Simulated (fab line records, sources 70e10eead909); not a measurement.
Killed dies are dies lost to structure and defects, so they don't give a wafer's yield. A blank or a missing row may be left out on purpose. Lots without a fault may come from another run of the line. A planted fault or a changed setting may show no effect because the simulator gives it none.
Chamber matching | flow nand_harc | NHARC_A_CHANNEL_FILL_D1_STRIP_28 on rie_diel-03: 4 sister chambers
The step strips in O2, time 20 s. 4 wafers are shown with their chamber, then 7 later ones without.

WAFERS WITH THEIR CHAMBER
wafer  | chamber | oes_product_au (a.u.)
L089.2 | 0       | 0.986
L089.5 | 3       | 1.007
L090.1 | 2       | 0.999
L090.3 | 1       | 1.018

WAFERS WITHOUT THEIR CHAMBER
wafer  | oes_product_au (a.u.)
L090.6 | 1.005
L091.1 | 1.018
L091.5 | 0.993
L091.6 | 1.006
L093.1 | 1.019
L093.3 | 1.005
L093.4 | 0.987

WHICH CHAMBER EACH WENT THROUGH
wafer  | from the rows above     | in truth
L090.6 | can't be placed: 3 or 2 | 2
L091.1 | 1                       | 1
L091.5 | can't be placed: 2 or 0 | 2
L091.6 | 3                       | 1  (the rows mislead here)
L093.1 | 1                       | 1
L093.3 | can't be placed: 3 or 2 | 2
L093.4 | 0                       | 0
Placed correctly: 3 of 7. Can't be placed from these rows: 3 (the true chamber is among the candidates in 3). Placed wrongly: 1.
How it was worked out, from the rows above alone: a wafer's distance from a chamber is the root of the sum, over the readings, of the square of ((its reading less the chamber's mean) divided by the reading's scatter). The wafer belongs to the nearest chamber; if the next one is less than 2 further off, it can't be placed. A chamber's mean is the mean of its shown wafers. The scatter: with one shown wafer a chamber, the root of the mean of the squares of how far each hidden wafer lies from its nearest shown one.
